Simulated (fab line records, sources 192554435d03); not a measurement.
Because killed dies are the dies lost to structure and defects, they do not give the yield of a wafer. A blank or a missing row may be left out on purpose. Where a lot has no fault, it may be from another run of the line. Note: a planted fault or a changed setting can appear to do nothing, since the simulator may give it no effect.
Which tool is to blame? | flow n5 finfet | 28 wafers from 10 lots sampled at 5 of the route's 1938 steps

== WHAT EACH GAUGE READ, for each wafer ==
N5_BEOL_M2_CD_MEAS_28: target cd 26.2 nm, target cd y 24.1 nm. Usual: cd nm reads 26.22 nm (standard deviation 0.22).
lot  | measured     | on        | cd nm (nm)        | flag
L888 | day 7 23:11  | cd sem-02 | 26.50 26.15 26.20 |
L889 | day 8 02:06  | cd sem-03 | 25.92 26.42 26.20 |
L894 | day 8 09:44  | cd sem-01 | 25.99 26.35       |
L892 | day 8 09:55  | cd sem-03 | 26.24 26.52 26.13 |
L896 | day 8 13:55  | cd sem-02 | 25.95 26.32       |
L897 | day 9 01:50  | cd sem-02 | 26.23 26.50 26.06 |
L900 | day 9 20:44  | cd sem-02 | 26.51 26.36 26.56 |
L904 | day 11 03:49 | cd sem-02 | 26.26 25.87 25.95 |
L910 | day 12 06:04 | cd sem-02 | 26.12 26.29 26.21 |
L911 | day 12 13:01 | cd sem-01 | 26.45 26.23 26.18 |

N5_BEOL_M4_RC_MEAS_101. Usual: DIBL_N 35.6 mV/V, standard deviation 1.7; DIBL_P 35.0 mV/V, standard deviation 2; IOFF_N 0.148 nA/um, standard deviation 0.027; IOFF_P 0.19 nA/um, standard deviation 0.032; ION_N 671 uA/um, standard deviation 14; ION_P 460 uA/um, standard deviation 9.1; SS_N 71.3 mV/dec, standard deviation 0.62; SS_P 73.0 mV/dec, standard deviation 0.64; VT_N 251 mV, standard deviation 3.2; VT_P -251.5 mV, standard deviation 2.9.
lot  | measured     | on        | DIBL_N (mV/V)  | DIBL_P (mV/V)  | IOFF_N (nA/um)    | IOFF_P (nA/um) | ION_N (uA/um) | ION_P (uA/um) | SS_N (mV/dec)  | SS_P (mV/dec)  | VT_N (mV)   | VT_P (mV)            | flag
L888 | day 9 08:05  | prober-02 | 36.1 35.4 35.2 | 37.1 37.2 35.8 | 0.174 0.150 0.148 | 0.20 0.19 0.17 | 701 673 678   | 470 460 464   | 71.1 70.9 71.2 | 73.9 73.9 73.1 | 248 252 251 | -252.5 -249.9 -251.1 |
L889 | day 9 12:35  | prober-02 | 34.3 35.7 33.8 | 32.1 34.3 31.4 | 0.130 0.156 0.123 | 0.17 0.20 0.16 | 663 696 671   | 456 474 462   | 71.3 71.2 71.0 | 73.1 72.7 72.7 | 250 248 254 | -252.0 -251.6 -250.1 |
L894 | day 9 20:40  | prober-01 | 34.9 35.0      | 35.3 32.8      | 0.137 0.124       | 0.19 0.15      | 666 633       | 460 436       | 71.2 71.7      | 72.9 72.5      | 252 254     | -252.1 -258.2        |
L892 | day 11 04:55 | prober-01 | 33.9 31.4 32.5 | 34.3 32.1 33.4 | 0.132 0.109 0.121 | 0.17 0.15 0.16 | 655 667 668   | 446 453 458   | 70.6 70.2 70.2 | 72.2 71.5 72.0 | 255 253 252 | -254.2 -253.2 -253.3 |
L896 | day 10 01:51 | prober-02 | 35.9 35.4      | 36.2 35.7      | 0.157 0.155       | 0.23 0.22      | 663 680       | 458 465       | 71.7 71.7      | 73.0 72.7      | 250 249     | -249.4 -250.6        |
L897 | day 11 08:19 | prober-01 | 33.8 34.2 37.2 | 34.1 34.7 38.8 | 0.140 0.161 0.214 | 0.22 0.23 0.31 | 674 690 680   | 467 472 473   | 71.2 71.3 72.0 | 73.1 73.4 74.6 | 250 245 245 | -246.6 -246.9 -244.7 |
L900 | day 11 13:08 | prober-02 | 36.1 34.2 33.9 | 36.8 34.5 33.6 | 0.198 0.147 0.139 | 0.24 0.21 0.19 | 690 670 672   | 472 464 457   | 71.4 71.4 71.4 | 74.1 73.5 72.5 | 244 250 249 | -246.3 -245.1 -250.3 |
L904 | day 12 17:50 | prober-02 | 35.9 38.4 35.4 | 36.6 38.6 34.7 | 0.155 0.197 0.136 | 0.21 0.24 0.18 | 679 670 680   | 463 449 463   | 71.0 71.7 70.7 | 73.1 73.7 72.6 | 251 247 254 | -250.7 -249.5 -251.3 |
L910 | day 14 10:01 | prober-01 | 37.0 36.2 34.6 | 37.4 35.8 33.7 | 0.156 0.144 0.120 | 0.22 0.18 0.16 | 677 680 668   | 472 464 462   | 71.3 71.2 69.9 | 73.3 72.3 72.6 | 250 251 254 | -251.2 -253.6 -252.9 |
L911 | day 14 09:56 | prober-02 | 37.7 35.9 36.3 | 37.6 35.5 36.0 | 0.200 0.155 0.166 | 0.22 0.19 0.20 | 701 679 681   | 468 458 456   | 71.8 71.2 71.3 | 74.1 73.3 73.6 | 246 249 245 | -253.1 -251.3 -250.3 |

== WHAT TOOL EACH LOT RAN ON (gives the tool, then ch and the chambers of the sampled wafers, and finally the start) ==
lot  | N5_BEOL_M2_DESCUM_16               | N5_BEOL_M2_ALD_98                 | N5_BEOL_M2_STRIP_97
L888 | rie diel-03 ch 0,1,3, day 7 22:17  | ald sin-03 ch 0,1,2, day 8 00:16  | rie diel-01 ch 0,2, day 9 08:05 or earlier
L889 | rie diel-01 ch 0,2, day 8 01:20    | ald sin-04 ch 0,2, day 8 02:34    | rie diel-01 ch 0,2, day 9 12:35 or earlier
L894 | rie diel-06 ch 1,2, day 8 08:54    | ald sin-03 ch 0,2, day 8 11:10    | rie diel-03 ch 1,3, day 9 20:40 or earlier
L892 | rie diel-06 ch 0,1,3, day 8 09:10  | ald sin-01 ch 1,3, day 8 11:10    | rie diel-06 ch 0,1,3, day 11 04:55 or earlier
L896 | rie diel-01 ch 0,2, day 8 13:02    | ald sin-03 ch 0,1, day 8 14:32    | rie diel-01 ch 2, day 10 01:51 or earlier
L897 | rie diel-01 ch 0,2,3, day 9 01:05  | ald sin-03 ch 0,1,3, day 9 02:17  | rie diel-06 ch 0,1,3, day 11 08:19 or earlier
L900 | rie diel-03 ch 1,3, day 9 19:51    | ald sin-04 ch 0,1, day 9 20:59    | rie diel-01 ch 1,2, day 11 13:08 or earlier
L904 | rie diel-06 ch 0,2, day 11 02:38   | ald sin-03 ch 0,3, day 11 04:28   | rie diel-06 ch 1,2, day 12 17:50 or earlier
L910 | rie diel-01 ch 0,1,2, day 12 05:17 | ald sin-01 ch 1,3, day 12 06:24   | rie diel-01 ch 1,2,3, day 14 10:01 or earlier
L911 | rie diel-01 ch 1,2,3, day 12 12:08 | ald sin-04 ch 0,1,3, day 12 13:24 | rie diel-01 ch 0,1,3, day 14 09:56 or earlier
- N5_BEOL_M2_DESCUM_16: chemistry O2, time 7 s.
- N5_BEOL_M2_ALD_98: deposits SiO2, target thk 2.5 nm, pulse time 1 s, co reactant pulse time 1 s.
- N5_BEOL_M2_STRIP_97: strips in N2/H2, time 10 s.

== WHAT THE TOOLS THEMSELVES READ (means of the sampled wafers that have a number; where no wafer has one, the mark that the record gives instead) ==
N5_BEOL_M2_DESCUM_16. Usual: chamber pressure mTorr 19.99 mTorr, standard deviation 0.044; drypump motor current A 5.6 A, standard deviation 0.45; oes product au 0.80 a.u., standard deviation 0.095; rf vpp V 242.8 V, standard deviation 1.1; showerhead plenum p Torr 2.07 Torr, standard deviation 0.056; throttle valve pct 20.44 %, standard deviation 0.28.
lot  | tool        | chamber pressure mTorr (mTorr) | drypump motor current A (A) | oes product au (a.u.) | rf vpp V (V) | showerhead plenum p Torr (Torr) | throttle valve pct (%) | flag
L888 | rie diel-03 | 20.02                          | 5.6                         | 0.82                  | 242.7        | 2.09                            | 20.35                  |
L889 | rie diel-01 | 19.98                          | 5.5                         | 0.83                  | 242.7        | 2.07                            | 20.68                  |
L894 | rie diel-06 | 19.99                          | 5.3                         | 0.80                  | 243.8        | 2.09                            | 20.56                  |
L892 | rie diel-06 | 19.98                          | 5.8                         | 0.71                  | 242.7        | 2.05                            | 20.49                  |
L896 | rie diel-01 | 20.00                          | 5.3                         | 0.79                  | 242.7        | 2.06                            | 20.70                  |
L897 | rie diel-01 | 19.99                          | 5.6                         | 0.79                  | 241.9        | 2.05                            | 20.49                  |
L900 | rie diel-03 | 19.99                          | 5.8                         | 0.85                  | 244.0        | 2.14                            | 20.31                  |
L904 | rie diel-06 | 20.00                          | 5.2                         | 0.84                  | 243.3        | 2.08                            | 20.41                  |
L910 | rie diel-01 | 19.99                          | 5.6                         | 0.89                  | 243.0        | 2.05                            | 20.53                  |
L911 | rie diel-01 | 20.00                          | 6.0                         | 0.84                  | 241.9        | 2.04                            | 20.38                  |

N5_BEOL_M2_ALD_98. Usual: heater power w 76 W, standard deviation 10; precursor pulse height rel 0.999, standard deviation 0.018.
lot  | tool       | heater power w (W) | precursor pulse height rel | flag
L888 | ald sin-03 | 71                 | 0.990                      |
L889 | ald sin-04 | 71                 | 1.006                      |
L894 | ald sin-03 | 80                 | 0.978                      |
L892 | ald sin-01 | 84                 | 1.007                      |
L896 | ald sin-03 | 65                 | 0.980                      |
L897 | ald sin-03 | 73                 | 0.995                      |
L900 | ald sin-04 | 65                 | 1.005                      |
L904 | ald sin-03 | 81                 | 0.999                      |
L910 | ald sin-01 | 84                 | 0.984                      |
L911 | ald sin-04 | 70                 | 1.000                      |

N5_BEOL_M2_STRIP_97. Usual: chamber pressure mTorr 20.000 mTorr, standard deviation 0.022; drypump motor current A 5.7 A, standard deviation 0.47; oes product au 0.82 a.u., standard deviation 0.093; rf vpp V 59.0 V, standard deviation 0.82; showerhead plenum p Torr 2.49 Torr, standard deviation 0.056; throttle valve pct 23.5 %, standard deviation 0.33.
lot  | tool        | chamber pressure mTorr (mTorr) | drypump motor current A (A) | oes product au (a.u.) | rf vpp V (V) | showerhead plenum p Torr (Torr) | throttle valve pct (%) | flag
L888 | rie diel-01 | 19.990                         | 5.2                         | 0.75                  | 59.3         | 2.49                            | 23.8                   |
L889 | rie diel-01 | 19.979                         | 5.2                         | 0.75                  | 58.8         | 2.49                            | 23.8                   |
L894 | rie diel-03 | 20.009                         | 5.8                         | 0.85                  | 59.9         | 2.58                            | 23.4                   |
L892 | rie diel-06 | 20.007                         | 5.8                         | 0.71                  | 59.7         | 2.47                            | 23.6                   |
L896 | rie diel-01 | 20.020                         | 5.8                         | 0.89                  | 58.6         | 2.46                            | 23.5                   |
L897 | rie diel-06 | 20.007                         | 5.9                         | 0.71                  | 58.8         | 2.47                            | 23.6                   |
L900 | rie diel-01 | 20.004                         | 6.1                         | 0.92                  | 58.2         | 2.47                            | 23.3                   |
L904 | rie diel-06 | 20.002                         | 5.5                         | 0.75                  | 59.3         | 2.51                            | 23.8                   |
L910 | rie diel-01 | 20.001                         | 6.1                         | 0.84                  | 58.5         | 2.45                            | 23.4                   |
L911 | rie diel-01 | 20.002                         | 5.7                         | 0.87                  | 58.9         | 2.47                            | 23.4                   |

== THE ANSWER, worked out from the rows above alone ==
Rule: a lot is off if the mean of its wafers that have a number lies more than 3 standard deviations from the usual mean. Also off: a lot with no number at a reading for which 4 or more lots have one. Where the step has rows for the other lots, those lots are counted as sound. The gauges are gone through in route order, then the tools' own readings, and for those a lot's mean is taken as printed above. At the first step where some lot is off, the reading lying furthest off is the one used; lots without a number count as furthest.
No lot is off at any reading shown: from this, nothing can be told.

== WHAT THE SIMULATOR HAD PUT IN ==
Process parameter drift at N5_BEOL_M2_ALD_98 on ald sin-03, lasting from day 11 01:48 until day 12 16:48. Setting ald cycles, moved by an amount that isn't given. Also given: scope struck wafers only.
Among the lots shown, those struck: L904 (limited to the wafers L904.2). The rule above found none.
